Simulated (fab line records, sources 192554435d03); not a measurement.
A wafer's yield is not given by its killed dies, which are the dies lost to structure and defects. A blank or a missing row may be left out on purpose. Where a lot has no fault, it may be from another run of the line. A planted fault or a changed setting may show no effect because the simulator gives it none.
fab line records | flow n5Finfet
record: lots: 7 | wafers: 21 | lastDay: 16
route steps=1938 shown BEOL_M0_SAQP@663 BEOL_M4@1111 PASSIVATION@1936
lots untouched by any fault: they come from a run of this same line in which no faults occurred
startH: the number of hours between the record's first day and the start of the first shown wafer of the lot | waitH: hours since the lot's step before | " same as the row above | L1.1+2: one row covering several wafers at once | - no value present, or no start provided | * or withheld: withheld | < > ~ a bound
route shown NAME@n: a module of which the file shows steps, and the number in the route of the first | usual: mean and standard deviation over wafers with no fault | same: alike in all rows | chamber/n: place in a boat | sites: readings site by site | _std_site: standard deviation across them | _edge_site: mean of outer sites minus mean of inner sites | radiusMm: how far each site lies from the wafer's centre | mask NAME#n: copy n | behind: the last tool/chamber to shape the wafer | hold: what put the lot on hold/how long, in hours/how the hold closed | device: the transistor (n, p or np) that didn't switch | end of line: the same wafers' tests at the end of the route | step lacking rows: just its recipe | killed: the dies lost at the first sort to structure and to defects; this is not the yield of the wafer | map: a wafer's dies, x killed, . not, _ none there
set.NAME: the setting that was run; set.NAME@STEP: the one run at that earlier step | model.NAME: the simulator's own value behind a step, which no gauge read
certain route steps with their lots: each step a table, each wafer a row
services: when a tool's chamber went out of use (startH, in hours from the record's first day, below 0 if earlier), for how many hours, and the reason
== steps ==
step: N5_BEOL_M0_SAQP_SPACER1_ALD_98
recipe: material: SiO2 | targetThkA: 128 | tempC: 300 | aldPrecursorFamily: BDEAS | aldCoReactant: O2-plasma | pulseTimeS: 1 | purgeTimeS: 2 | coReactantPurgeTimeS: 2 | aldCycles: 138 | pressureTorr: 2
step: N5_BEOL_M0_SAQP_SPACER1_ETCHBACK_99
recipe: chemistry: CHF3/O2 | mode: anisotropicEtchback | target: SiO2 | targetDepthA: 154 | timeS: 7.7 | pressureMtorr: 30 | sourceW: 650 | biasW: 170 | Ar_flow_sccm: 200 | CHF3_flow_sccm: 50 | O2_flow_sccm: 5 | ionEnergyEv: 200
usual: chamberPressureMTorr: 30.00/0.033 | drypumpMotorCurrentA: 5.8/0.34 | oesProductAu: 0.79/0.073 | rfVppV: 519/14 | showerheadPlenumPTorr: 2.38/0.1 | throttleValvePct: 18.87/0.3
lot.wafer | tool       | chamber | startH | waitH | chamberPressureMTorr | drypumpMotorCurrentA | oesProductAu | rfHoursCounterH | rfVppV | showerheadPlenumPTorr | throttleValvePct
L607.1    | rieDiel-02 | 1       | 118.35 | 0.3   | 29.99                | 6.0                  | 0.73         | 179             | 508    | 2.28                  | 18.77
L607.3    | "          | 3       | "      | "     | 30.01                | 6.2                  | 0.87         | 57              | 528    | 2.37                  | 18.75
L607.4    | "          | 0       | "      | "     | 29.98                | 5.2                  | 0.77         | 134             | 497    | 2.39                  | 18.76
L608.2    | rieDiel-06 | 0       | 124.74 | 0.3   | 30.02                | 6.3                  | 0.89         | 30              | 511    | 2.44                  | 18.79
L608.3    | "          | 2       | "      | "     | 29.99                | 5.6                  | 0.76         | 134             | 522    | 2.53                  | 18.76
L608.5    | "          | 2       | "      | "     | 30.01                | 5.6                  | 0.76         | -               | 522    | 2.53                  | 18.75
L611.1    | rieDiel-05 | 0       | 140.18 | 0.4   | 29.97                | 5.5                  | 0.92         | 46              | 521    | 2.36                  | 18.51
L611.3    | "          | 1       | "      | "     | 30.04                | 5.5                  | 0.73         | 192             | 511    | 2.30                  | 19.38
L611.5    | "          | 0       | "      | "     | 29.98                | 5.5                  | 0.92         | -               | 521    | 2.36                  | 18.50
L612.1    | rieDiel-02 | 1       | 145.01 | 0.4   | 30.00                | 6.0                  | 0.71         | 187             | 508    | 2.28                  | 18.79
L612.3    | "          | 2       | "      | "     | 29.98                | 5.7                  | 0.86         | 54              | 530    | 2.55                  | 18.96
L612.6    | "          | 0       | "      | "     | 30.03                | 5.2                  | 0.75         | -               | 498    | 2.38                  | 18.75
L613.2    | rieDiel-06 | 0       | 152.46 | 0.3   | 30.03                | 6.3                  | 0.89         | 39              | 511    | 2.43                  | 18.80
L613.3    | "          | 1       | "      | "     | 30.01                | 5.8                  | 0.72         | 208             | 521    | 2.30                  | 19.21
L613.6    | "          | 2       | "      | "     | 30.00                | 5.6                  | 0.75         | -               | 521    | 2.53                  | 18.75
L619.2    | rieDiel-05 | 2       | 190.26 | 0.3   | 30.02                | 6.0                  | 0.75         | 138             | 513    | 2.23                  | 18.61
L619.3    | "          | 0       | "      | "     | 29.95                | 5.5                  | 0.89         | 61              | 521    | 2.36                  | 18.53
L619.5    | "          | 2       | "      | "     | 29.99                | 6.0                  | 0.76         | -               | 513    | 2.23                  | 18.62
L624.1    | rieDiel-02 | 3       | 214.94 | 0.3   | 29.96                | 6.2                  | 0.84         | 85              | 528    | 2.36                  | 18.80
L624.3    | "          | 1       | "      | "     | 30.01                | 6.0                  | 0.71         | 209             | 508    | 2.27                  | 18.82
L624.6    | "          | 2       | "      | "     | 30.05                | 5.7                  | 0.84         | -               | 530    | 2.54                  | 18.98
step: N5_BEOL_M0_SAQP_MANDREL1_REMOVE_100
recipe: chemistry: HBr/Cl2/O2 | btTimeS: 10 | target: a-Si | stopOn: SiNx | endpoint: OES-SiCl | overEtchFrac: 0.85 | icpW: 600 | biasW: 30 | HBr_flow_sccm: 150 | Cl2_flow_sccm: 80 | O2_flow_sccm: 5 | pressureMtorr: 10
usual: HBr_flow_sccm: 150.0/0.48 | chamberPressureMTorr: 10.000/0.0097 | drypumpMotorCurrentA: 5.82/0.28 | heBacksideLeakSccm: 2.8/0.38 | oesProductAu: 1.001/0.014 | throttleValvePct: 36.5/0.37
lot.wafer | tool     | chamber | startH | waitH | HBr_flow_sccm | chamberPressureMTorr | drypumpMotorCurrentA | heBacksideLeakSccm | oesProductAu | rfHoursCounterH | throttleValvePct
L607.1    | rieSi-06 | 1       | 118.43 | 0.1   | 150.0         | 9.994                | 5.68                 | 5.9                | 1.014        | 42              | 36.1
L607.3    | "        | 3       | "      | "     | 149.4         | 10.000               | 5.54                 | 2.8                | 1.024        | 5               | 37.0
L607.4    | "        | 2       | "      | "     | 150.5         | 9.997                | 5.51                 | 2.5                | 1.009        | 134             | 35.7
L608.2    | rieSi-06 | 2       | 124.82 | 0.1   | 150.3         | 9.993                | 5.50                 | 2.6                | 0.998        | 134             | 35.7
L608.3    | "        | 1       | "      | "     | 149.8         | 10.001               | 5.67                 | 3.1                | 1.007        | 42              | 36.1
L608.5    | "        | 0       | "      | "     | 150.2         | 9.993                | 6.27                 | 2.9                | 1.004        | -               | 36.7
L611.1    | rieSi-03 | 1       | 140.27 | 0.1   | 150.9         | 9.980                | 5.98                 | 2.7                | 1.004        | 1               | 36.9
L611.3    | "        | 0       | "      | "     | 149.8         | 9.985                | 5.79                 | 3.3                | 0.979        | 112             | 36.2
L611.5    | "        | 2       | "      | "     | 150.0         | 9.993                | 5.33                 | 2.9                | 0.987        | -               | 36.4
L612.1    | rieSi-03 | 3       | 145.10 | 0.1   | 149.5         | 10.002               | 6.03                 | 2.9                | 1.019        | 58              | 36.3
L612.3    | "        | 0       | "      | "     | 150.1         | 9.998                | 5.78                 | 3.4                | 0.980        | 112             | 36.2
L612.6    | "        | 0       | "      | "     | 151.0         | 9.995                | 5.79                 | 3.4                | 0.977        | -               | 36.2
L613.2    | rieSi-06 | 1       | 152.55 | 0.1   | 150.7         | 10.002               | 5.71                 | 3.2                | 1.016        | 42              | 36.1
L613.3    | "        | 0       | "      | "     | 149.6         | 9.998                | 6.25                 | 2.8                | 1.011        | 152             | 36.7
L613.6    | "        | 3       | "      | "     | 149.9         | 10.025               | 5.53                 | 2.7                | 1.021        | -               | 36.9
L619.2    | rieSi-01 | 3       | 190.34 | 0.1   | 149.2         | 9.990                | 6.06                 | 2.4                | 0.990        | 9               | 36.6
L619.3    | "        | 0       | "      | "     | 149.1         | 9.998                | 5.51                 | 2.9                | 0.977        | 95              | 36.6
L619.5    | "        | 2       | "      | "     | 150.9         | 9.985                | 6.20                 | 2.6                | 1.000        | -               | 36.6
L624.1    | rieSi-03 | 2       | 215.04 | 0.1   | 150.4         | 10.001               | 5.33                 | 3.2                | 0.994        | 79              | 36.4
L624.3    | "        | 1       | "      | "     | 150.1         | 9.995                | 5.95                 | 2.6                | 1.010        | 3               | 36.8
L624.6    | "        | 2       | "      | "     | 149.4         | 10.001               | 5.34                 | 3.0                | 0.995        | -               | 36.4
step: N5_BEOL_M0_SAQP_CD_MEAS_25
recipe: targetCdNm: 13.1 | landingEnergyEv: 1000 | detector: seInlens
usual: cdNm: 12.84/0.22
lot.wafer | tool     | chamber | startH | waitH | cdNm
L607.1    | cdSem-02 | 0       | 118.54 | 0.1   | 12.79
L607.3    | "        | 0       | "      | "     | 13.08
L607.4    | "        | 0       | "      | "     | 13.09
L608.2    | cdSem-02 | 0       | 124.94 | 0.1   | 12.66
L608.3    | "        | 0       | "      | "     | 12.86
L608.5    | "        | 0       | "      | "     | 12.39
L611.1    | cdSem-02 | 0       | 140.39 | 0.1   | 12.83
L611.3    | "        | 0       | "      | "     | 12.84
L611.5    | "        | 0       | "      | "     | 12.58
L612.1    | cdSem-02 | 0       | 145.21 | 0.1   | 13.47
L612.3    | "        | 0       | "      | "     | 13.08
L612.6    | "        | 0       | "      | "     | 12.95
L613.2    | cdSem-03 | 0       | 152.66 | 0.1   | 12.77
L613.3    | "        | 0       | "      | "     | 12.77
L613.6    | "        | 0       | "      | "     | 13.08
L619.2    | cdSem-01 | 0       | 190.45 | 0.1   | 12.90
L619.3    | "        | 0       | "      | "     | 13.16
L619.5    | "        | 0       | "      | "     | 12.94
L624.1    | cdSem-03 | 0       | 215.15 | 0.1   | 12.76
L624.3    | "        | 0       | "      | "     | 12.74
L624.6    | "        | 0       | "      | "     | 12.64
step: N5_BEOL_M0_SAQP_ETCH_101
recipe: chemistry: CH3F/O2 | target: SiNx | maskMaterial: SiO2 | targetDepthA: 299 | timeS: 42.7 | pressureMtorr: 30 | sourceW: 395 | biasW: 73 | Ar_flow_sccm: 150 | CH3F_flow_sccm: 30 | O2_flow_sccm: 20 | ionEnergyEv: 120
step: N5_BEOL_M0_SAQP_ETCH_102
recipe: chemistry: CF4 | target: SiO2 | targetDepthA: 40 | ionEnergyEv: 350 | timeS: 4.4 | pressureMtorr: 10 | icpW: 800 | biasW: 400 | cf4FlowSccm: 80
usual: chamberPressureMTorr: 10.001/0.0092 | drypumpMotorCurrentA: 5.79/0.29 | heBacksideLeakSccm: 2.8/0.37 | oesProductAu: 1.006/0.027 | throttleValvePct: 21.7/0.32
lot.wafer | tool     | chamber | startH | waitH | chamberPressureMTorr | drypumpMotorCurrentA | heBacksideLeakSccm | oesProductAu | rfHoursCounterH | throttleValvePct
L607.1    | rieSi-01 | 2       | 118.69 | 0.1   | 9.993                | 6.21                 | 2.5                | 0.993        | 157             | 21.6
L607.3    | "        | 1       | "      | "     | 9.991                | 5.84                 | 2.6                | 0.977        | 107             | 22.3
L607.4    | "        | 0       | "      | "     | 10.001               | 5.51                 | 2.9                | 0.949        | 94              | 21.5
L608.2    | rieSi-03 | 3       | 125.21 | 0.1   | 10.006               | 5.98                 | 3.0                | 1.009        | 58              | 21.5
L608.3    | "        | 2       | "      | "     | 9.995                | 5.33                 | 2.8                | 0.989        | 77              | 21.6
L608.5    | "        | 1       | "      | "     | 9.982                | 5.96                 | 2.6                | 0.990        | -               | 21.5
L611.1    | rieSi-06 | 3       | 140.53 | 0.1   | 10.006               | 5.55                 | 2.8                | 1.048        | 5               | 22.0
L611.3    | "        | 1       | "      | "     | 10.008               | 5.69                 | 3.3                | 1.024        | 42              | 21.5
L611.5    | "        | 0       | "      | "     | 9.991                | 6.23                 | 2.9                | 1.022        | -               | 21.9
L612.1    | rieSi-06 | 3       | 145.45 | 0.1   | 9.992                | 5.53                 | 2.7                | 1.047        | 5               | 22.0
L612.3    | "        | 1       | "      | "     | 10.009               | 5.68                 | 3.2                | 1.003        | 42              | 21.4
L612.6    | "        | 2       | "      | "     | 9.991                | 5.49                 | 2.5                | 1.028        | -               | 21.3
L613.2    | rieSi-01 | 3       | 152.80 | 0.1   | 10.000               | 6.03                 | 2.6                | 1.020        | 8               | 22.2
L613.3    | "        | 2       | "      | "     | 10.001               | 6.19                 | 2.6                | 0.994        | 158             | 21.6
L613.6    | "        | 0       | "      | "     | 9.993                | 5.49                 | 2.8                | 0.955        | -               | 21.5
L619.2    | rieSi-03 | 1       | 190.60 | 0.1   | 9.994                | 5.95                 | 2.6                | 1.010        | 2               | 21.5
L619.3    | "        | 2       | "      | "     | 10.011               | 5.30                 | 2.8                | 1.001        | 78              | 21.6
L619.5    | "        | 2       | "      | "     | 9.997                | 5.32                 | 2.8                | 0.994        | -               | 21.6
L624.1    | rieSi-01 | 2       | 215.29 | 0.1   | 9.990                | 6.18                 | 2.7                | 0.991        | 159             | 21.5
L624.3    | "        | 1       | "      | "     | 10.008               | 5.85                 | 2.4                | 0.984        | 108             | 22.3
L624.6    | "        | 3       | "      | "     | 9.996                | 6.07                 | 2.7                | 1.019        | -               | 22.2
step: N5_BEOL_M0_SAQP_MANDREL_ETCH_103
recipe: chemistry: HBr/Cl2 | target: a-Si | targetDepthA: 450 | btTimeS: 10 | stopOn: SiCN | maskMaterial: SiO2 | overEtchFrac: 0.8 | timeS: 27 | pressureMtorr: 10 | icpW: 800 | biasW: 75 | HBr_flow_sccm: 150 | Cl2_flow_sccm: 80 | ends: endPoint
step: N5_BEOL_M0_SAQP_RECESS_104
recipe: chemistry: HF/NH3 | target: SiO2 | targetDepthA: 180 | afsCycles: 3 | tempC: 30 | sublimationTempC: 180 | sublimationTimeS: 60
step: N5_BEOL_M0_SAQP_COAT_105
recipe: resist: SOC | tempC: 250 | timeS: 60 | spinRpm: 1500 | resistThkNm: 100
step: N5_BEOL_M0_SAQP_ETCH_106
recipe: chemistry: N2/H2 | target: SOC | targetDepthA: 1500 | stopOn: SiNx | ionEnergyEv: 100 | biasW: 61 | pressureMtorr: 30 | sourceW: 850 | n2FlowSccm: 200 | h2FlowSccm: 200
usual: chamberPressureMTorr: 30.000/0.027 | drypumpMotorCurrentA: 5.8/0.33 | oesProductAu: 0.78/0.071 | rfVppV: 240.2/1.6 | showerheadPlenumPTorr: 2.51/0.12 | throttleValvePct: 17.8/0.32
lot.wafer | tool       | chamber | startH | waitH | chamberPressureMTorr | drypumpMotorCurrentA | oesProductAu | rfHoursCounterH | rfVppV | showerheadPlenumPTorr | throttleValvePct
L607.1    | rieDiel-02 | 2       | 119.25 | -     | 29.996               | 5.7                  | 0.86         | 46              | 241.5  | 2.71                  | 17.9
L607.3    | "          | 3       | "      | "     | 30.013               | 6.2                  | 0.86         | 57              | 239.0  | 2.46                  | 17.5
L607.4    | "          | 1       | "      | "     | 29.961               | 6.0                  | 0.71         | 179             | 239.1  | 2.39                  | 17.7
L608.2    | rieDiel-05 | 0       | 125.77 | -     | 30.017               | 5.5                  | 0.90         | 41              | 240.4  | 2.47                  | 17.3
L608.3    | "          | 2       | "      | "     | 29.973               | 6.0                  | 0.78         | 119             | 237.5  | 2.36                  | 17.6
L608.5    | "          | 3       | "      | "     | 30.016               | 6.0                  | 0.77         | -               | 242.0  | 2.66                  | 18.1
L611.1    | rieDiel-02 | 2       | 141.09 | -     | 29.993               | 5.7                  | 0.85         | 52              | 242.4  | 2.71                  | 18.0
L611.3    | "          | 0       | "      | "     | 30.010               | 5.2                  | 0.76         | 141             | 240.0  | 2.53                  | 17.6
L611.5    | "          | 3       | "      | "     | 29.990               | 6.2                  | 0.84         | -               | 238.8  | 2.45                  | 17.5
L612.1    | rieDiel-05 | 1       | 146.06 | -     | 30.036               | 5.5                  | 0.71         | 195             | 238.9  | 2.42                  | 18.3
L612.3    | "          | 0       | "      | "     | 29.941               | 5.5                  | 0.88         | 49              | 240.1  | 2.47                  | 17.3
L612.6    | "          | 3       | "      | "     | 30.036               | 6.0                  | 0.76         | -               | 243.6  | 2.66                  | 18.1
L613.2    | rieDiel-06 | 0       | 153.51 | -     | 29.971               | 6.3                  | 0.87         | 40              | 241.8  | 2.58                  | 17.8
L613.3    | "          | 1       | "      | "     | 29.977               | 5.7                  | 0.71         | 208             | 238.7  | 2.41                  | 18.1
L613.6    | "          | 1       | "      | "     | 30.031               | 5.8                  | 0.72         | -               | 239.9  | 2.41                  | 18.1
L619.2    | rieDiel-05 | 3       | 191.16 | -     | 30.030               | 5.9                  | 0.75         | 153             | 241.6  | 2.65                  | 18.1
L619.3    | "          | 2       | "      | "     | 30.040               | 6.0                  | 0.75         | 138             | 238.4  | 2.35                  | 17.6
L619.5    | "          | 3       | "      | "     | 30.013               | 5.9                  | 0.74         | -               | 242.5  | 2.65                  | 18.1
L624.1    | rieDiel-06 | 3       | 215.85 | -     | 30.030               | 6.4                  | 0.92         | 21              | 238.7  | 2.50                  | 17.3
L624.3    | "          | 2       | "      | "     | 29.964               | 5.6                  | 0.73         | 160             | 242.6  | 2.66                  | 17.8
L624.6    | "          | 3       | "      | "     | 30.017               | 6.5                  | 0.91         | -               | 239.4  | 2.50                  | 17.3
step: N5_BEOL_M0_SAQP_ETCH_107
recipe: chemistry: CH3F/O2 | target: SiNx | targetDepthA: 300 | maskMaterial: SOC | pressureMtorr: 30 | sourceW: 395 | biasW: 73 | Ar_flow_sccm: 150 | CH3F_flow_sccm: 30 | O2_flow_sccm: 20 | ionEnergyEv: 120
step: N5_BEOL_M0_SAQP_STRIP_108
recipe: chemistry: N2/H2 | powerW: 500 | tempC: 40 | pressureMtorr: 50 | rfFrequencyHz: 6e+07 | overashFraction: 0.3 | biasPowerW: 28 | h2Frac: 0.5 | n2FlowSccm: 300 | h2FlowSccm: 300
step: N5_BEOL_M0_SAQP_RECESS_109
recipe: chemistry: HF/NH3 | target: SiO2 | targetDepthA: 30 | afsCycles: 1 | tempC: 30 | sublimationTempC: 180 | sublimationTimeS: 60
usual: afsCycles: 1/0 | drypumpMotorCurrentA: 5.9/0.62
lot.wafer | tool         | chamber | startH | waitH | afsCycles | drypumpMotorCurrentA
L607.1    | vaporEtch-02 | 0       | 119.41 | 0.0   | 1         | 6.7
L607.3    | "            | 0       | "      | "     | 1         | 6.7
L607.4    | "            | 1       | "      | "     | 1         | 5.6
L608.2    | vaporEtch-01 | 1       | 125.93 | 0.0   | 1         | 6.4
L608.3    | "            | 1       | "      | "     | 1         | 6.4
L608.5    | "            | 1       | "      | "     | 1         | 6.4
L611.1    | vaporEtch-01 | 0       | 141.25 | 0.0   | -         | -
L611.3    | "            | 0       | "      | "     | -         | -
L611.5    | "            | 1       | "      | "     | -         | -
L612.1    | vaporEtch-02 | 1       | 146.23 | 0.0   | -         | -
L612.3    | "            | 0       | "      | "     | -         | -
L612.6    | "            | 1       | "      | "     | -         | -
L613.2    | vaporEtch-01 | 0       | 153.67 | 0.0   | -         | -
L613.3    | "            | 1       | "      | "     | -         | -
L613.6    | "            | 1       | "      | "     | -         | -
L619.2    | vaporEtch-01 | 1       | 191.32 | 0.0   | 1         | 6.4
L619.3    | "            | 0       | "      | "     | 1         | 5.1
L619.5    | "            | 0       | "      | "     | 1         | 5.2
L624.1    | vaporEtch-01 | 0       | 216.01 | 0.0   | 1         | 5.2
L624.3    | "            | 1       | "      | "     | 1         | 6.4
L624.6    | "            | 1       | "      | "     | 1         | 6.4
step: N5_BEOL_M0_SAQP_SPACER2_ALD_26
recipe: material: SiO2 | targetThkA: 150 | tempC: 300 | aldPrecursorFamily: BDEAS | aldCoReactant: O2-plasma | pulseTimeS: 1 | purgeTimeS: 2 | coReactantPurgeTimeS: 2 | pressureTorr: 2
usual: heaterPowerW: 457/38 | precursorPulseHeightRel: 1.001/0.018
lot.wafer | tool      | chamber | startH | waitH | heaterPowerW | precursorPulseHeightRel
L607.1    | aldSin-01 | 2       | 119.78 | 0.3   | 481          | 1.008
L607.3    | "         | 1       | "      | "     | 409          | 0.999
L607.4    | "         | 3       | "      | "     | 391          | 1.008
L608.2    | aldSin-01 | 0       | 126.08 | 0.1   | 462          | 1.022
L608.3    | "         | 2       | "      | "     | 475          | 0.975
L608.5    | "         | 2       | "      | "     | 495          | 1.023
L611.1    | aldSin-04 | 0       | 142.53 | 1.2   | 455          | 1.026
L611.3    | "         | 1       | "      | "     | 457          | 1.028
L611.5    | "         | 0       | "      | "     | 461          | 1.000
L612.1    | aldSin-02 | 1       | 146.38 | 0.1   | 481          | 1.001
L612.3    | "         | 0       | "      | "     | 481          | 1.014
L612.6    | "         | 0       | "      | "     | 459          | 0.995
L613.2    | aldSin-04 | 2       | 153.81 | 0.1   | 504          | 1.002
L613.3    | "         | 0       | "      | "     | 455          | 0.983
L613.6    | "         | 3       | "      | "     | 537          | 0.987
L619.2    | aldSin-04 | 0       | 192.53 | 1.2   | 440          | 0.986
L619.3    | "         | 3       | "      | "     | 529          | 1.025
L619.5    | "         | 0       | "      | "     | 437          | 1.001
L624.1    | aldSin-02 | 1       | 216.16 | 0.1   | 475          | 0.998
L624.3    | "         | 3       | "      | "     | 402          | 0.998
L624.6    | "         | 3       | "      | "     | 407          | 1.027
step: N5_BEOL_M4_RC_MEAS_101
usual: DIBL_N: 36.2/2 | DIBL_P: 36.1/2.4 | IOFF_N: 0.16/0.035 | IOFF_P: 0.22/0.041 | ION_N: 675/14 | ION_P: 465/8.6 | SS_N: 71.5/0.64 | SS_P: 73.2/0.76 | VT_N: 250/3.9 | VT_P: -249/3.4
lot.wafer | tool      | chamber | startH | waitH | DIBL_N[mV/V] | DIBL_P[mV/V] | IOFF_N[nA/um] | IOFF_P[nA/um] | ION_N[uA/um] | ION_P[uA/um] | SS_N[mV/dec] | SS_P[mV/dec] | VT_N[mV] | VT_P[mV]
L608.2    | prober-01 | 0       | 177.95 | 0.2   | 33.5         | 32.0         | 0.10          | 0.15          | 654          | 452          | 71.6         | 71.9         | 254      | -254
L608.3    | "         | 0       | "      | "     | 34.2         | 34.2         | 0.11          | 0.18          | 668          | 461          | 71.5         | 72.1         | 252      | -251
L608.5    | "         | 0       | "      | "     | 34.3         | 34.5         | 0.12          | 0.18          | 679          | 461          | 71.5         | 71.9         | 252      | -251
L607.1    | prober-01 | 0       | 191.61 | 0.0   | 35.4         | 38.6         | 0.15          | 0.26          | 668          | 474          | 71.4         | 73.7         | 250      | -244
L607.3    | "         | 0       | "      | "     | 35.7         | 37.8         | 0.16          | 0.25          | 668          | 467          | 71.7         | 73.4         | 252      | -247
L607.4    | "         | 0       | "      | "     | 31.7         | 33.9         | 0.09          | 0.18          | 642          | 460          | 71.0         | 72.8         | 258      | -248
L612.1    | prober-01 | 0       | 205.99 | 0.0   | 37.3         | 37.2         | 0.18          | 0.24          | 675          | 465          | 72.0         | 73.2         | 247      | -249
L612.3    | "         | 0       | "      | "     | 35.4         | 36.0         | 0.14          | 0.23          | 678          | 473          | 71.4         | 73.2         | 252      | -247
L612.6    | "         | 0       | "      | "     | 35.6         | 36.1         | 0.15          | 0.23          | 677          | 464          | 71.3         | 73.7         | 250      | -247
L611.1    | prober-02 | 0       | 209.04 | 0.0   | 37.4         | 37.3         | 0.16          | 0.22          | 683          | 469          | 71.6         | 73.8         | 252      | -248
L611.3    | "         | 0       | "      | "     | 34.9         | 34.7         | 0.13          | 0.18          | 667          | 455          | 71.1         | 72.7         | 251      | -251
L611.5    | "         | 0       | "      | "     | 37.7         | 37.6         | 0.17          | 0.23          | 684          | 471          | 72.4         | 72.5         | 251      | -251
L613.2    | prober-01 | 0       | 225.86 | 0.2   | 36.4         | 36.7         | 0.16          | 0.25          | 674          | 471          | 71.6         | 73.3         | 246      | -244
L613.3    | "         | 0       | "      | "     | 36.0         | 36.4         | 0.15          | 0.26          | 670          | 471          | 71.7         | 72.5         | 249      | -245
L613.6    | "         | 0       | "      | "     | 37.1         | 37.3         | 0.17          | 0.26          | 676          | 473          | 71.8         | 72.7         | 249      | -244
L619.2    | prober-01 | 0       | 256.02 | 0.2   | 36.8         | 37.7         | 0.16          | 0.23          | 687          | 467          | 72.1         | 73.8         | 248      | -248
L619.3    | "         | 0       | "      | "     | 40.6         | 41.0         | 0.24          | 0.29          | 693          | 469          | 72.9         | 73.8         | 243      | -247
L619.5    | "         | 0       | "      | "     | 39.8         | 40.7         | 0.21          | 0.27          | 682          | 468          | 72.6         | 74.4         | 248      | -247
L624.1    | prober-01 | 0       | 272.10 | 0.0   | 37.8         | 38.8         | 0.19          | 0.21          | 702          | 466          | 72.2         | 73.8         | 248      | -250
L624.3    | "         | 0       | "      | "     | 34.4         | 37.1         | 0.13          | 0.19          | 667          | 464          | 71.2         | 73.7         | 253      | -252
L624.6    | "         | 0       | "      | "     | 36.9         | 39.0         | 0.17          | 0.21          | 683          | 467          | 71.8         | 73.8         | 250      | -253
step: N5_PASSIVATION_PROBE_49
usual: defectLimitedYield: 91.1/1.4 | killed_at_M0_to_M3: 36/9.9 | killed_at_M4_up: 13/5.8 | killedAtContacts: 14/5.9 | killedAtFrontEnd: 39/11 | killedAtOther: 3.4/2.9 | killedDies: 105/17 | killedOpen: 70/13 | killedShort: 34/7.3 | sort_bin_5_function: 5.3/1 | sort_bin_6_memory: 3.3/0.62 | sort_bin_8_speed: 0.01/0.057 | sortNPass: 1075/17 | sortYieldPct: 91.1/1.4
same: grossDies: 1180 | killedAtBackSide: 0 | sort_bin_4_leakage[%]: 0
lot.wafer | tool      | chamber | startH | waitH | defectLimitedYield[%] | killed_at_M0_to_M3 | killed_at_M4_up | killedAtContacts | killedAtFrontEnd | killedAtOther | killedDies | killedOpen | killedShort | sort_bin_5_function[%] | sort_bin_6_memory[%] | sort_bin_8_speed[%] | sortNPass | sortYieldPct[%]
L624.1    | prober-01 | -       | 390.65 | 0.0   | 92.5                  | 38                 | 9               | 3                | 37               | 2             | 89         | 53         | 34          | 4.6                    | 2.6                  | 0                   | 1091      | 92.5
L624.3    | prober-01 | -       | 390.75 | 0.1   | 91.0                  | 31                 | 15              | 8                | 51               | 1             | 106        | 62         | 43          | 5.7                    | 2.8                  | 0                   | 1074      | 91.0
L624.6    | prober-01 | -       | 390.90 | 0.3   | 90.2                  | 32                 | 13              | 11               | 59               | 1             | 116        | 75         | 41          | 5.6                    | 3.6                  | 0                   | 1064      | 90.2
killed by level:class
L624.1 BEOL_M0_SAQP:geometricParticle:open=13 FIN_SAQP:geometricParticle:short=9 DUMMY_GATE:geometricParticle:open=7 BEOL_M1:geometricParticle:open=7 BEOL_M0_SAQP:geometricParticle:short=6 FIN_SAQP:geometricParticle:open=5 STI_FIN_REVEAL:geometricParticle:open=5 BEOL_M2:geometricParticle:open=5
L624.3 FIN_SAQP:geometricParticle:short=14 STI_FIN_REVEAL:geometricParticle:open=10 MOL_CONTACT_COAG:geometricParticle:open=8 BEOL_M0_SAQP:geometricParticle:short=8 DUMMY_GATE:geometricParticle:open=6 BEOL_M1:geometricParticle:open=6 FIN_SAQP:geometricParticle:open=5 GATE_CUT:geometricParticle:short=5
L624.6 STI_FIN_REVEAL:geometricParticle:open=13 BEOL_M1:geometricParticle:open=10 FIN_SAQP:geometricParticle:short=8 MOL_CONTACT_COAG:geometricParticle:open=8 FIN_SAQP:geometricParticle:open=7 GATE_CUT:geometricParticle:open=7 BEOL_M0_SAQP:geometricParticle:open=7 GATE_CUT:geometricParticle:short=5
== services ==
tool       | chamber | startH | hours | kind
rieDiel-06 | 3       | 114.49 | 7.7   | repair
rieDiel-06 | 3       | 122.23 | -     | clean
rieDiel-06 | 3       | 122.23 | -     | consumableReplace:focusRing
rieDiel-06 | 3       | 122.23 | 20.7  | scheduledDown
rieDiel-06 | 3       | 122.23 | 20.7  | ventCycle
rieDiel-05 | 1       | 130.42 | 3.7   | repair
rieSi-01   | 2       | 142.10 | 2.6   | repair
rieSi-03   | 2       | 177.27 | 8.2   | repair
aldSin-02  | -       | 178.02 | 14.0  | pm
aldSin-02  | 0       | 178.02 | 14.0  | ventCycle
aldSin-02  | 1       | 178.02 | 14.0  | ventCycle
aldSin-02  | 2       | 178.02 | 14.0  | ventCycle
aldSin-02  | 3       | 178.02 | 14.0  | ventCycle
aldSin-01  | 3       | 182.61 | 7.9   | repair
aldSin-02  | 0       | 192.02 | -     | clean
aldSin-02  | 1       | 192.02 | -     | clean
aldSin-02  | 2       | 192.02 | -     | clean
aldSin-02  | 3       | 192.02 | -     | clean
rieDiel-02 | 3       | 192.97 | 4.2   | repair
aldSin-01  | -       | 200.48 | 2.8   | pm
aldSin-04  | -       | 210.14 | 4.3   | pm
== key ==
firstSign: step: N5_BEOL_M0_SAQP_RECESS_109 | reading: toolRecord | direction: missing
effect none on later readings
metAt N5_BEOL_M0_SAQP_RECESS_109
struckWafers L611.1,L611.3,L611.5,L612.1,L612.3,L612.6,L613.2,L613.3,L613.6
rowsEnd L613.2,L613.3,L613.6
onsetBetween 125.93 141.25
fault: kind: skippedStepWhole | tool: vaporEtch-01,vaporEtch-02 | chamber: - | onsetH: 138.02 | steps: N5_BEOL_M0_SAQP_RECESS_109 | scope: struckLotsOnly
rowsEnd: these wafers met a further fault down the route, and their rows from its step on are left out
